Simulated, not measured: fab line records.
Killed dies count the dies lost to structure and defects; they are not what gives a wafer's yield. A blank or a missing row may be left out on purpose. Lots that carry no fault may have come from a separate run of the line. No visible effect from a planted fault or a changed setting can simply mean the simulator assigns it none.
Chamber matching + flow n5_finfet + rie_diel-05 running N5_BEOL_M8_ETCH_72: 4 sister chambers
The step etches underlayer in N2/H2, target depth 6.5 nm, time 5.2 s. 14 wafers are shown with their chamber, then 7 later ones without.

WAFERS WITH THEIR CHAMBER
| wafer  | chamber | showerhead_plenum_p_Torr (Torr) | rf_vpp_V (V) | throttle_valve_pct (%) |
|--------|---------|---------------------------------|--------------|------------------------|
| L075.1 | 0       | 2.45                            | 520.4        | 17.98                  |
| L075.3 | 1       | 2.61                            | 527.1        | 18.38                  |
| L075.5 | 0       | 2.45                            | 520.4        | 17.96                  |
| L081.3 | 3       | 2.61                            | 525.9        | 17.43                  |
| L081.5 | 0       | 2.44                            | 520.7        | 18.02                  |
| L081.6 | 3       | 2.61                            | 526.2        | 17.42                  |
| L088.1 | 2       | 2.48                            | 521.5        | 17.71                  |
| L088.2 | 0       | 2.43                            | 521.2        | 18.04                  |
| L088.3 | 3       | 2.60                            | 527.5        | 17.45                  |
| L088.4 | 2       | 2.48                            | 523.1        | 17.69                  |
| L088.5 | 3       | 2.60                            | 525.1        | 17.43                  |
| L088.6 | 0       | 2.43                            | 520.5        | 18.02                  |
| L095.1 | 1       | 2.60                            | 526.3        | 17.91                  |
| L095.2 | 3       | 2.59                            | 525.6        | 17.45                  |

SIGNATURES (means of the wafers above)
| reading                  | chamber 0 | chamber 1 | chamber 2 | chamber 3 | scatter within a chamber |
|--------------------------|-----------|-----------|-----------|-----------|--------------------------|
| showerhead_plenum_p_Torr | 2.4400    | 2.6050    | 2.4800    | 2.6020    | 0.00854                  |
| rf_vpp_V                 | 520.640   | 526.700   | 522.300   | 526.060   | 0.728                    |
| throttle_valve_pct       | 18.0040   | 18.1450   | 17.7000   | 17.4360   | 0.108                    |
Rule: a wafer's distance from a chamber is the root of the sum, over the readings, of the square of ((its reading less the chamber's mean) divided by the reading's scatter). The wafer belongs to the nearest chamber; if the next one is less than 2 further off, it can't be placed. The scatter: take each reading less its chamber's mean, square it, sum over the shown wafers, divide by the number of wafers less the number of chambers, and take the root.

WAFERS MISSING THEIR CHAMBER
| wafer  | showerhead_plenum_p_Torr (Torr) | rf_vpp_V (V) | throttle_valve_pct (%) |
|--------|---------------------------------|--------------|------------------------|
| L095.3 | 2.43                            | 518.8        | 18.06                  |
| L095.4 | 2.59                            | 523.4        | 17.46                  |
| L095.5 | 2.60                            | 526.1        | 17.88                  |
| L095.6 | 2.43                            | 520.5        | 18.08                  |
| L097.2 | 2.43                            | 519.0        | 18.06                  |
| L097.3 | 2.59                            | 527.2        | 17.50                  |
| L097.5 | 2.43                            | 518.5        | 18.05                  |

CHAMBER TAKEN BY EACH
| wafer  | from the rows above     | in truth |
|--------|-------------------------|----------|
| L095.3 | 0                       | 0        |
| L095.4 | 3                       | 3        |
| L095.5 | can't be placed: 1 or 3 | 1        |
| L095.6 | 0                       | 0        |
| L097.2 | 0                       | 0        |
| L097.3 | 3                       | 3        |
| L097.5 | 0                       | 0        |
Correctly placed: 6 of 7. Can't be placed from these rows: 1 (the true chamber is among the candidates in 1). Wrongly placed: 0.
